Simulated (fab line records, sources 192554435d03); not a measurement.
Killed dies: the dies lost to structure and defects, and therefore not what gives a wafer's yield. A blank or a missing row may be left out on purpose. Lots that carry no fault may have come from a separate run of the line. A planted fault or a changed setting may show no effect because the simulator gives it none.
Chamber matching | flow n5Finfet | N5_BEOL_M13_DEP_53 on pecvd-03: 3 sister chambers
The step deposits SiCN from 3MS/NH3, target thk 50 nm, time 17.8 s. 6 wafers are shown with their chamber, then 10 later ones without.

## WAFERS WITH THEIR CHAMBER
wafer  | chamber | throttleValvePct (%) | showerheadPlenumPTorr (Torr)
L083.1 | 2       | 16.3                 | 4.168
L080.5 | 1       | 18.2                 | 4.170
L087.5 | 0       | 20.0                 | 4.180
L087.6 | 2       | 16.3                 | 4.172
L086.1 | 0       | 20.1                 | 4.185
L086.3 | 1       | 18.1                 | 4.166

## WAFERS WITHOUT THEIR CHAMBER
wafer  | throttleValvePct (%) | showerheadPlenumPTorr (Torr)
L086.4 | 16.2                 | 4.171
L091.1 | 18.3                 | 4.154
L091.4 | 20.0                 | 4.187
L091.5 | 18.2                 | 4.170
L093.1 | 20.0                 | 4.176
L093.4 | 20.0                 | 4.193
L093.6 | 18.0                 | 4.159
L096.1 | 18.0                 | 4.168
L096.3 | 20.0                 | 4.185
L096.5 | 18.0                 | 4.167

## WHICH CHAMBER EACH ONE RAN IN
wafer  | from the rows above | in truth
L086.4 | 2                   | 2
L091.1 | 1                   | 1
L091.4 | 0                   | 0
L091.5 | 1                   | 1
L093.1 | 0                   | 0
L093.4 | 0                   | 0
L093.6 | 1                   | 1
L096.1 | 1                   | 1
L096.3 | 0                   | 0
L096.5 | 1                   | 1
Placed correctly: 10 of 10. Not placeable from these rows: 0. Number placed wrongly: 0.
How it was worked out, from the rows above alone: a wafer's distance from a chamber is the root of the sum, over the readings, of the square of ((its reading less the chamber's mean) divided by the reading's scatter). The wafer belongs to the nearest chamber; if the next one is less than 2 further off, it can't be placed. The mean given for a chamber averages the wafers shown for that chamber. The scatter is the square root of a quotient: the sum, over the shown wafers, of each reading's squared deviation from its chamber's mean, divided by wafers minus chambers.
